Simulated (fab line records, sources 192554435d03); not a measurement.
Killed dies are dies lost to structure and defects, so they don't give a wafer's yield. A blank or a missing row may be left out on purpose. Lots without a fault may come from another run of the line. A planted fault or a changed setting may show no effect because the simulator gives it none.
fab line records | flow n5_finfet
record lots=24 wafers=72 last_day=18
route steps=1938 shown BEOL_M1@809
lots that met no fault: from a run of the same line without faults
start_h: hours from the record's first day to the start of the lot's first wafer shown | wait_h: hours since the lot's step before | " the same as in the row above | L1.1+2: a row that stands for several wafers | - no value, or no start given | * or withheld: withheld | < > ~ a bound
route shown NAME@n: a module of which the file shows steps, and the number in the route of the first | usual: mean/standard deviation of fault-free wafers | same: alike in all rows | chamber/n: place in a boat | sites: the reading at each site | _std_site: their standard deviation | _edge_site: outer sites' mean less inner sites' | radius_mm: how far each site lies from the wafer's centre | mask NAME#n: copy n | behind: the tool/chamber that last shaped the wafer | hold: why the lot was held/for how many hours/how that ended | device: the transistor (n, p or np) that didn't switch | end of line: the same wafers' tests at the end of the route | a step without rows: its recipe alone | killed: dies lost to structure and defects at the first sort, not the wafer's yield | map: a wafer's dies, x killed, . not, _ none there
set.NAME: the setting as run; set.NAME@STEP: as run at that earlier step | model.NAME: the simulator's own value behind a step, which no gauge read
steps of the route over a sample of lots; a table a step, a row a wafer
services: from which hour (start_h, from the record's first day; less than 0 if before it) a tool's chamber was out of use, for how many hours, and why
## steps
# step N5_BEOL_M1_DEGAS_44
# recipe ambient=vacuum temp_c=250 time_s=60
# usual heater_power_w=329/27
# columns lot.wafer tool chamber start_h wait_h heater_power_w
L074.3 pvd_sputter-02 - 125.58 0.5 346
L074.5 " - " " 330
L074.6 " - " " 328
L075.2 pvd_sputter-01 - 128.54 0.3 297
L075.4 " - " " 345
L075.6 " - " " 323
L076.1 pvd_sputter-02 - 132.84 0.1 387
L076.4 " - " " 349
L076.5 " - " " 355
L077.1 pvd_sputter-03 - 145.21 0.4 317
L077.4 " - " " 359
L077.6 " - " " 359
L078.1 pvd_sputter-02 - 151.04 0.2 327
L078.5 " - " " 370
L078.6 " - " " 329
L079.1 pvd_sputter-03 - 154.31 0.5 316
L079.2 " - " " 349
L079.3 " - " " 302
L080.1 pvd_sputter-03 - 170.55 0.9 317
L080.3 " - " " 305
L080.6 " - " " 304
L081.1 pvd_sputter-03 - 174.21 0.7 347
L081.2 " - " " 352
L081.5 " - " " 353
L082.3 pvd_sputter-03 - 174.81 0.0 298
L082.4 " - " " 338
L082.6 " - " " 346
L083.2 pvd_sputter-02 - 179.87 0.0 324
L083.4 " - " " 328
L083.6 " - " " 320
L084.2 pvd_sputter-01 - 180.34 0.0 344
L084.3 " - " " 279
L084.4 " - " " 330
L086.2 pvd_sputter-03 - 199.32 0.1 369
L086.3 " - " " 310
L086.5 " - " " 353
L085.1 pvd_sputter-01 - 205.04 0.4 280
L085.2 " - " " 302
L085.5 " - " " 295
L087.1 pvd_sputter-03 - 206.14 0.3 303
L087.4 " - " " 312
L087.5 " - " " 309
L088.2 pvd_sputter-02 - 209.47 0.3 329
L088.4 " - " " 356
L088.5 " - " " 323
L089.1 pvd_sputter-03 - 216.92 0.1 309
L089.5 " - " " 358
L089.6 " - " " 348
L090.3 pvd_sputter-02 - 222.86 0.2 323
L090.4 " - " " 334
L090.6 " - " " 384
L091.1 pvd_sputter-03 - 231.51 0.3 313
L091.5 " - " " 350
L091.6 " - " " 310
L093.1 pvd_sputter-01 - 237.40 0.1 331
L093.4 " - " " 296
L093.6 " - " " 275
L092.1 pvd_sputter-01 - 237.56 0.1 277
L092.3 " - " " 325
L092.4 " - " " 303
L094.2 pvd_sputter-03 - 247.80 0.2 347
L094.4 " - " " 300
L094.5 " - " " 348
L095.3 pvd_sputter-01 - 258.55 0.6 293
L095.5 " - " " 321
L095.6 " - " " 279
L096.1 pvd_sputter-03 - 262.82 0.4 308
L096.4 " - " " 345
L096.5 " - " " 310
L097.1 pvd_sputter-01 - 272.46 0.6 280
L097.5 " - " " 315
L097.6 " - " " 284
# step N5_BEOL_M1_SPUTTER_48
# recipe material=Cu target_thk_a=45 temp_c=-20 chamber_pressure_pa=0.07 power_w=withheld time_s=8.29
# usual chuck_gas_flow_sccm=1.26/0.055 throttle_valve_pct=29.7/0.9
# columns lot.wafer tool chamber start_h wait_h chuck_gas_flow_sccm throttle_valve_pct
L074.3 pvd_sputter-02 - 126.44 0.1 1.35 28.4
L074.5 " - " " 1.28 30.1
L074.6 " - " " 1.19 28.2
L075.2 pvd_sputter-01 - 129.22 0.2 1.34 30.5
L075.4 " - " " 1.33 30.3
L075.6 " - " " 1.22 29.1
L076.1 pvd_sputter-01 - 135.22 1.6 1.18 29.5
L076.4 " - " " 1.28 30.4
L076.5 " - " " 1.31 30.1
L077.1 pvd_sputter-03 - 145.87 0.2 1.30 28.8
L077.4 " - " " 1.21 29.9
L077.6 " - " " 1.35 28.9
L078.1 pvd_sputter-02 - 151.72 0.1 1.28 29.9
L078.5 " - " " 1.35 31.4
L078.6 " - " " 1.17 27.9
L079.1 pvd_sputter-03 - 154.94 0.1 1.19 30.2
L079.2 " - " " 1.26 29.0
L079.3 " - " " 1.30 31.0
L080.1 pvd_sputter-01 - 171.35 0.3 1.24 30.3
L080.3 " - " " 1.28 29.5
L080.6 " - " " 1.23 30.6
L081.1 pvd_sputter-02 - 174.78 0.1 1.32 29.9
L081.2 " - " " 1.24 28.7
L081.5 " - " " 1.21 28.3
L082.3 pvd_sputter-03 - 175.95 0.2 1.32 31.1
L082.4 " - " " 1.36 28.9
L082.6 " - " " 1.24 28.8
L083.2 pvd_sputter-01 - 180.42 0.1 1.34 30.2
L083.4 " - " " 1.26 30.0
L083.6 " - " " 1.28 29.1
L084.2 pvd_sputter-03 - 181.05 0.1 1.24 31.1
L084.3 " - " " 1.18 28.8
L084.4 " - " " 1.27 29.9
L086.2 pvd_sputter-01 - 200.23 0.1 1.25 29.4
L086.3 " - " " 1.26 30.5
L086.5 " - " " 1.29 29.4
L085.1 pvd_sputter-02 - 205.95 0.1 1.30 30.2
L085.2 " - " " 1.20 28.0
L085.5 " - " " 1.28 28.1
L087.1 pvd_sputter-01 - 206.87 0.1 1.26 29.4
L087.4 " - " " 1.20 30.4
L087.5 " - " " 1.21 29.1
L088.2 pvd_sputter-02 - 211.83 0.1 1.28 31.2
L088.4 " - " " 1.29 28.2
L088.5 " - " " 1.12 30.2
L089.1 pvd_sputter-02 - 217.60 0.2 1.33 29.8
L089.5 " - " " 1.33 29.9
L089.6 " - " " 1.18 28.6
L090.3 pvd_sputter-03 - 223.63 0.2 1.22 31.1
L090.4 " - " " 1.21 29.9
L090.6 " - " " 1.23 31.2
L091.1 pvd_sputter-01 - 232.39 0.3 1.28 30.3
L091.5 " - " " 1.26 30.2
L091.6 " - " " 1.33 29.3
L093.1 pvd_sputter-03 - 238.11 0.1 1.27 28.7
L093.4 " - " " 1.25 31.0
L093.6 " - " " 1.22 28.6
L092.1 pvd_sputter-02 - 238.35 0.3 1.21 28.4
L092.3 " - " " 1.22 28.0
L092.4 " - " " 1.08 29.6
L094.2 pvd_sputter-01 - 248.77 0.4 1.29 30.2
L094.4 " - " " 1.29 29.4
L094.5 " - " " 1.26 29.7
L095.3 pvd_sputter-01 - 259.23 0.1 1.26 30.2
L095.5 " - " " 1.20 30.5
L095.6 " - " " 1.30 30.2
L096.1 pvd_sputter-01 - 263.78 0.1 1.34 29.5
L096.4 " - " " 1.18 30.0
L096.5 " - " " 1.33 30.2
L097.1 pvd_sputter-01 - 275.34 1.9 1.23 29.2
L097.5 " - " " 1.30 29.0
L097.6 " - " " 1.18 29.6
# step N5_BEOL_M1_SPUTTER_81
# recipe material=Cu target_thk_a=45 temp_c=-20 chamber_pressure_pa=0.07 power_w=withheld time_s=8.29
# usual chuck_gas_flow_sccm=1.27/0.054 throttle_valve_pct=29.7/0.92
# columns lot.wafer tool chamber start_h wait_h chuck_gas_flow_sccm throttle_valve_pct
L074.3 pvd_sputter-02 - 126.88 0.1 1.23 28.4
L074.5 " - " " 1.21 29.7
L074.6 " - " " 1.23 28.8
L075.2 pvd_sputter-01 - 129.66 0.1 1.28 30.0
L075.4 " - " " 1.37 30.3
L075.6 " - " " 1.21 29.4
L076.1 pvd_sputter-01 - 135.66 0.1 1.26 29.4
L076.4 " - " " 1.30 30.3
L076.5 " - " " 1.33 30.3
L077.1 pvd_sputter-03 - 146.31 0.1 1.30 28.9
L077.4 " - " " 1.34 29.9
L077.6 " - " " 1.24 28.9
L078.1 pvd_sputter-02 - 152.16 0.1 1.29 29.8
L078.5 " - " " 1.35 31.2
L078.6 " - " " 1.29 28.0
L079.1 pvd_sputter-03 - 155.38 0.1 1.33 30.1
L079.2 " - " " 1.29 28.8
L079.3 " - " " 1.26 30.8
L080.1 pvd_sputter-01 - 171.79 0.1 1.32 30.4
L080.3 " - " " 1.30 29.6
L080.6 " - " " 1.31 30.2
L081.1 pvd_sputter-02 - 175.22 0.1 1.33 30.0
L081.2 " - " " 1.30 28.3
L081.5 " - " " 1.32 28.0
L082.3 pvd_sputter-03 - 176.39 0.1 1.26 31.1
L082.4 " - " " 1.25 28.8
L082.6 " - " " 1.30 28.8
L083.2 pvd_sputter-01 - 180.86 0.1 1.30 30.3
L083.4 " - " " 1.18 30.3
L083.6 " - " " 1.31 28.9
L084.2 pvd_sputter-03 - 181.49 0.1 1.14 30.9
L084.3 " - " " 1.29 28.8
L084.4 " - " " 1.17 30.2
L086.2 pvd_sputter-01 - 200.67 0.1 1.22 29.5
L086.3 " - " " 1.20 30.4
L086.5 " - " " 1.20 29.6
L085.1 pvd_sputter-02 - 206.39 0.1 1.25 29.9
L085.2 " - " " 1.25 27.9
L085.5 " - " " 1.21 27.9
L087.1 pvd_sputter-01 - 207.31 0.1 1.25 29.5
L087.4 " - " " 1.22 30.3
L087.5 " - " " 1.26 29.4
L088.2 pvd_sputter-02 - 212.27 0.1 1.39 31.3
L088.4 " - " " 1.22 28.2
L088.5 " - " " 1.35 29.9
L089.1 pvd_sputter-02 - 218.04 0.1 1.29 29.8
L089.5 " - " " 1.29 29.7
L089.6 " - " " 1.34 28.6
L090.3 pvd_sputter-03 - 224.07 0.1 1.26 31.3
L090.4 " - " " 1.24 30.1
L090.6 " - " " 1.21 31.3
L091.1 pvd_sputter-01 - 232.83 0.1 1.27 30.4
L091.5 " - " " 1.24 30.4
L091.6 " - " " 1.24 29.2
L093.1 pvd_sputter-03 - 238.55 0.1 1.34 28.9
L093.4 " - " " 1.32 31.1
L093.6 " - " " 1.35 28.8
L092.1 pvd_sputter-02 - 238.79 0.1 1.30 28.3
L092.3 " - " " 1.32 28.0
L092.4 " - " " 1.18 29.9
L094.2 pvd_sputter-01 - 249.21 0.1 1.31 30.2
L094.4 " - " " 1.37 29.2
L094.5 " - " " 1.21 29.6
L095.3 pvd_sputter-01 - 259.67 0.1 1.25 30.3
L095.5 " - " " 1.29 30.4
L095.6 " - " " 1.23 30.7
L096.1 pvd_sputter-01 - 264.22 0.1 1.25 29.6
L096.4 " - " " 1.24 30.5
L096.5 " - " " 1.38 30.3
L097.1 pvd_sputter-01 - 275.78 0.1 1.27 29.3
L097.5 " - " " 1.25 29.1
L097.6 " - " " 1.31 29.3
# step N5_BEOL_M1_ANNEAL_87
# recipe temp_c=400 time_s=240 ambient=vacuum
# usual heater_power_w=815/71
# columns lot.wafer tool chamber start_h wait_h heater_power_w
L074.3 pvd_sputter-02 - 127.18 0.0 940
L074.5 " - " " 874
L074.6 " - " " 968
L075.2 pvd_sputter-01 - 129.96 0.0 851
L075.4 " - " " 725
L075.6 " - " " 700
L076.1 pvd_sputter-01 - 135.96 0.0 824
L076.4 " - " " 733
L076.5 " - " " 738
L077.1 pvd_sputter-03 - 146.61 0.0 893
L077.4 " - " " 785
L077.6 " - " " 920
L078.1 pvd_sputter-02 - 152.46 0.0 870
L078.5 " - " " 805
L078.6 " - " " 825
L079.1 pvd_sputter-03 - 155.68 0.0 794
L079.2 " - " " 867
L079.3 " - " " 753
L080.1 pvd_sputter-01 - 172.09 0.0 837
L080.3 " - " " 811
L080.6 " - " " 873
L081.1 pvd_sputter-02 - 175.52 0.0 864
L081.2 " - " " 981
L081.5 " - " " 845
L082.3 pvd_sputter-03 - 176.69 0.0 880
L082.4 " - " " 860
L082.6 " - " " 893
L083.2 pvd_sputter-01 - 181.16 0.0 735
L083.4 " - " " 873
L083.6 " - " " 683
L084.2 pvd_sputter-03 - 181.79 0.0 855
L084.3 " - " " 867
L084.4 " - " " 781
L086.2 pvd_sputter-01 - 200.97 0.0 809
L086.3 " - " " 759
L086.5 " - " " 823
L085.1 pvd_sputter-02 - 206.69 0.0 871
L085.2 " - " " 829
L085.5 " - " " 825
L087.1 pvd_sputter-01 - 207.61 0.0 830
L087.4 " - " " 730
L087.5 " - " " 709
L088.2 pvd_sputter-02 - 212.57 0.0 788
L088.4 " - " " 823
L088.5 " - " " 886
L089.1 pvd_sputter-02 - 218.34 0.0 846
L089.5 " - " " 860
L089.6 " - " " 939
L090.3 pvd_sputter-03 - 224.37 0.0 848
L090.4 " - " " 762
L090.6 " - " " 862
L091.1 pvd_sputter-01 - 233.13 0.0 745
L091.5 " - " " 842
L091.6 " - " " 708
L093.1 pvd_sputter-03 - 238.85 0.0 888
L093.4 " - " " 889
L093.6 " - " " 891
L092.1 pvd_sputter-02 - 239.09 0.0 951
L092.3 " - " " 832
L092.4 " - " " 881
L094.2 pvd_sputter-01 - 249.51 0.0 744
L094.4 " - " " 680
L094.5 " - " " 808
L095.3 pvd_sputter-01 - 259.97 0.0 844
L095.5 " - " " 826
L095.6 " - " " 741
L096.1 pvd_sputter-01 - 264.52 0.0 825
L096.4 " - " " 859
L096.5 " - " " 710
L097.1 pvd_sputter-01 - 276.08 0.0 848
L097.5 " - " " 709
L097.6 " - " " 826
# step N5_BEOL_M1_CO_CAP_55
# recipe material=Co target_thk_a=20 temp_c=200 precursor=CCTBA/H2 pressure_torr=30 time_s=102.1
# usual heater_power_w=264/32
# columns lot.wafer tool chamber start_h wait_h heater_power_w
L074.3 cvd_co-02 1 129.18 0.0 312
L074.5 " 1 " " 326
L074.6 " 2 " " 245
L075.2 cvd_co-02 2 131.85 0.0 246
L075.4 " 0 " " 267
L075.6 " 1 " " 320
L076.1 cvd_co-02 1 137.85 0.0 317
L076.4 " 1 " " 311
L076.5 " 0 " " 269
L077.1 cvd_co-02 0 148.50 0.0 271
L077.4 " 0 " " 271
L077.6 " 2 " " 247
L078.1 cvd_co-02 0 154.40 0.0 273
L078.5 " 0 " " 262
L078.6 " 1 " " 318
L079.1 cvd_co-02 0 157.56 0.0 273
L079.2 " 2 " " 253
L079.3 " 1 " " 322
L080.1 cvd_co-02 2 173.97 0.0 249
L080.3 " 0 " " 265
L080.6 " 1 " " 317
L081.1 cvd_co-01 0 177.41 0.0 251
L081.2 " 1 " " 253
L081.5 " 1 " " 246
L082.3 cvd_co-02 1 178.64 0.0 317
L082.4 " 1 " " 317
L082.6 " 2 " " 256
L083.2 cvd_co-01 2 183.05 0.0 213
L083.4 " 2 " " 207
L083.6 " 1 " " 249
L084.2 cvd_co-02 0 183.69 0.0 266
L084.3 " 1 " " 318
L084.4 " 0 " " 264
L086.2 cvd_co-01 0 202.85 0.0 252
L086.3 " 2 " " 211
L086.5 " 0 " " 249
L085.1 cvd_co-02 1 208.57 0.0 314
L085.2 " 0 " " 268
L085.5 " 2 " " 249
L087.1 cvd_co-01 1 209.50 0.0 248
L087.4 " 2 " " 209
L087.5 " 0 " " 246
L088.2 cvd_co-01 1 214.45 0.0 251
L088.4 " 2 " " 212
L088.5 " 1 " " 254
L089.1 cvd_co-01 0 220.23 0.0 238
L089.5 " 2 " " 215
L089.6 " 0 " " 250
L090.3 cvd_co-01 1 226.25 0.0 246
L090.4 " 1 " " 247
L090.6 " 2 " " 211
L091.1 cvd_co-02 0 235.01 0.0 268
L091.5 " 1 " " 317
L091.6 " 0 " " 267
L093.1 cvd_co-02 1 240.73 0.0 318
L093.4 " 0 " " 272
L093.6 " 1 " " 321
L092.1 cvd_co-02 0 241.00 0.0 273
L092.3 " 1 " " 310
L092.4 " 0 " " 271
L094.2 cvd_co-01 2 251.42 0.0 212
L094.4 " 2 " " 213
L094.5 " 1 " " 246
L095.3 cvd_co-02 0 262.34 0.0 259
L095.5 " 0 " " 267
L095.6 " 1 " " 319
L096.1 cvd_co-02 1 266.41 0.0 306
L096.4 " 0 " " 268
L096.5 " 2 " " 254
L097.1 cvd_co-02 2 277.96 0.0 259
L097.5 " 0 " " 274
L097.6 " 1 " " 320
# step N5_BEOL_M1_INSPECT_59
# recipe inspect_instrument=darkfield mode=post_dep
# usual raw_defect_count=77/25
# columns lot.wafer tool chamber start_h wait_h raw_defect_count
L074.3 defect_inspect-01 - 129.39 0.0 50
L074.5 " - " " 41
L074.6 " - " " 53
L075.2 defect_inspect-02 - 132.06 0.0 45
L075.4 " - " " 43
L075.6 " - " " 62
L076.1 defect_inspect-01 - 138.06 0.0 69
L076.4 " - " " 62
L076.5 " - " " 45
L077.1 defect_inspect-01 - 148.71 0.0 75
L077.4 " - " " 85
L077.6 " - " " 83
L078.1 defect_inspect-01 - 154.61 0.0 90
L078.5 " - " " 67
L078.6 " - " " 81
L079.1 defect_inspect-02 - 157.79 0.0 96
L079.2 " - " " 83
L079.3 " - " " 92
L080.1 defect_inspect-01 - 174.18 0.0 59
L080.3 " - " " 78
L080.6 " - " " 84
L081.1 defect_inspect-02 - 177.62 0.0 70
L081.2 " - " " 68
L081.5 " - " " 56
L082.3 defect_inspect-01 - 178.86 0.0 62
L082.4 " - " " 126
L082.6 " - " " 94
L083.2 defect_inspect-01 - 183.26 0.0 50
L083.4 " - " " 71
L083.6 " - " " 70
L084.2 defect_inspect-01 - 183.90 0.0 72
L084.3 " - " " 67
L084.4 " - " " 69
L086.2 defect_inspect-01 - 203.06 0.0 76
L086.3 " - " " 48
L086.5 " - " " 45
L085.1 defect_inspect-02 - 208.81 0.0 97
L085.2 " - " " 58
L085.5 " - " " 158
L087.1 defect_inspect-01 - 209.74 0.0 56
L087.4 " - " " 63
L087.5 " - " " 91
L088.2 defect_inspect-01 - 214.66 0.0 59
L088.4 " - " " 62
L088.5 " - " " 73
L089.1 defect_inspect-02 - 220.44 0.0 98
L089.5 " - " " 81
L089.6 " - " " 67
L090.3 defect_inspect-01 - 226.46 0.0 93
L090.4 " - " " 84
L090.6 " - " " 88
L091.1 defect_inspect-02 - 235.22 0.0 40
L091.5 " - " " 61
L091.6 " - " " 45
L093.1 defect_inspect-01 - 240.94 0.0 75
L093.4 " - " " 108
L093.6 " - " " 68
L092.1 defect_inspect-02 - 241.21 0.0 52
L092.3 " - " " 73
L092.4 " - " " 70
L094.2 defect_inspect-01 - 251.66 0.0 66
L094.4 " - " " 57
L094.5 " - " " 49
L095.3 defect_inspect-01 - 262.55 0.0 125
L095.5 " - " " 89
L095.6 " - " " 93
L096.1 defect_inspect-02 - 266.61 0.0 106
L096.4 " - " " 125
L096.5 " - " " 138
L097.1 defect_inspect-01 - 278.17 0.0 71
L097.5 " - " " 64
L097.6 " - " " 59
## services
# columns tool chamber start_h hours kind
cvd_co-01 1 114.75 - clean
cvd_co-01 1 114.75 22.0 scheduled_down
cvd_co-01 1 114.75 22.0 vent_cycle
pvd_sputter-03 - 114.84 6.2 repair
cvd_co-02 - 140.44 0.7 repair
cvd_co-01 0 244.46 12.5 repair
cvd_co-02 - 244.92 1.4 repair
## key
fault none
